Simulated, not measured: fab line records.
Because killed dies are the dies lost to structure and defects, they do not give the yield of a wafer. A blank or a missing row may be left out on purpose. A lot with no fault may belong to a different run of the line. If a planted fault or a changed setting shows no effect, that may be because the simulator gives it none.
Chamber matching + flow nand-harc + NHARC_A_CHANNEL_HOLE_D2_DESCUM_15 on rie-diel-02 has 4 sister chambers
The step chemistry O2, time 3 s. 18 wafers are shown with their chamber, then 9 later ones without.

WAFERS WITH THEIR CHAMBER
| wafer  | chamber | rf-vpp-V (V) | throttle-valve-pct (%) | oes-product-au (a.u.) |
|--------|---------|--------------|------------------------|-----------------------|
| L077.2 | 1       | 57.6         | 11.319                 | 1.006                 |
| L077.3 | 0       | 57.5         | 11.303                 | 1.021                 |
| L077.4 | 3       | 57.5         | 11.318                 | 1.000                 |
| L082.2 | 1       | 56.8         | 11.320                 | 1.008                 |
| L082.4 | 2       | 57.4         | 11.311                 | 1.011                 |
| L082.5 | 1       | 59.1         | 11.303                 | 1.000                 |
| L084.1 | 2       | 58.5         | 11.320                 | 1.000                 |
| L084.3 | 0       | 58.8         | 11.318                 | 0.992                 |
| L084.4 | 1       | 56.6         | 11.321                 | 0.992                 |
| L087.1 | 0       | 56.9         | 11.312                 | 1.010                 |
| L087.4 | 1       | 57.6         | 11.308                 | 1.007                 |
| L087.6 | 0       | 55.8         | 11.318                 | 0.999                 |
| L088.1 | 3       | 55.4         | 11.322                 | 1.011                 |
| L088.4 | 1       | 57.5         | 11.324                 | 1.010                 |
| L088.6 | 2       | 57.1         | 11.314                 | 0.998                 |
| L090.3 | 0       | 58.5         | 11.295                 | 1.002                 |
| L090.4 | 3       | 56.4         | 11.310                 | 1.000                 |
| L090.5 | 1       | 58.4         | 11.312                 | 1.006                 |

SIGNATURES (means of the wafers above)
| reading            | chamber 0 | chamber 1 | chamber 2 | chamber 3 | scatter within a chamber |
|--------------------|-----------|-----------|-----------|-----------|--------------------------|
| rf-vpp-V           | 57.500    | 57.657    | 57.667    | 56.433    | 0.991                    |
| throttle-valve-pct | 11.30920  | 11.31529  | 11.31500  | 11.31667  | 0.00792                  |
| oes-product-au     | 1.00480   | 1.00414   | 1.00300   | 1.00367   | 0.00803                  |
Rule: a wafer's distance from a chamber is the root of the sum, over the readings, of the square of ((its reading less the chamber's mean) divided by the reading's scatter). The wafer belongs to the nearest chamber; if the next one is less than 2 further off, it can't be placed. The scatter: the root of (the sum of the squares of (reading less its chamber's mean) over the shown wafers, divided by (wafers less chambers)).

WAFERS WITHOUT THEIR CHAMBER
| wafer  | rf-vpp-V (V) | throttle-valve-pct (%) | oes-product-au (a.u.) |
|--------|--------------|------------------------|-----------------------|
| L091.3 | 57.6         | 11.305                 | 1.004                 |
| L091.4 | 57.8         | 11.321                 | 0.998                 |
| L091.5 | 57.6         | 11.309                 | 1.020                 |
| L093.2 | 58.0         | 11.324                 | 0.998                 |
| L093.3 | 58.4         | 11.326                 | 1.008                 |
| L093.6 | 58.3         | 11.308                 | 1.005                 |
| L095.2 | 57.8         | 11.305                 | 1.010                 |
| L095.3 | 57.4         | 11.312                 | 1.005                 |
| L095.5 | 56.9         | 11.319                 | 1.007                 |

WHICH CHAMBER EACH WENT THROUGH
| wafer  | from the rows above               | in truth |
|--------|-----------------------------------|----------|
| L091.3 | can't be placed: 0 or 2 or 1 or 3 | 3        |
| L091.4 | can't be placed: 2 or 1 or 3 or 0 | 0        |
| L091.5 | can't be placed: 0 or 1 or 2 or 3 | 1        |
| L093.2 | can't be placed: 2 or 1 or 3 or 0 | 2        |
| L093.3 | can't be placed: 1 or 2 or 0 or 3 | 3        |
| L093.6 | can't be placed: 0 or 2 or 1 or 3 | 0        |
| L095.2 | can't be placed: 0 or 1 or 2 or 3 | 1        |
| L095.3 | can't be placed: 0 or 1 or 2 or 3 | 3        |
| L095.5 | can't be placed: 3 or 1 or 2 or 0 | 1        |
Correct placement for 0 of the 9. Unplaceable from these rows: 9, with the true chamber sitting among the candidates in 9. Wrongly placed: 0.
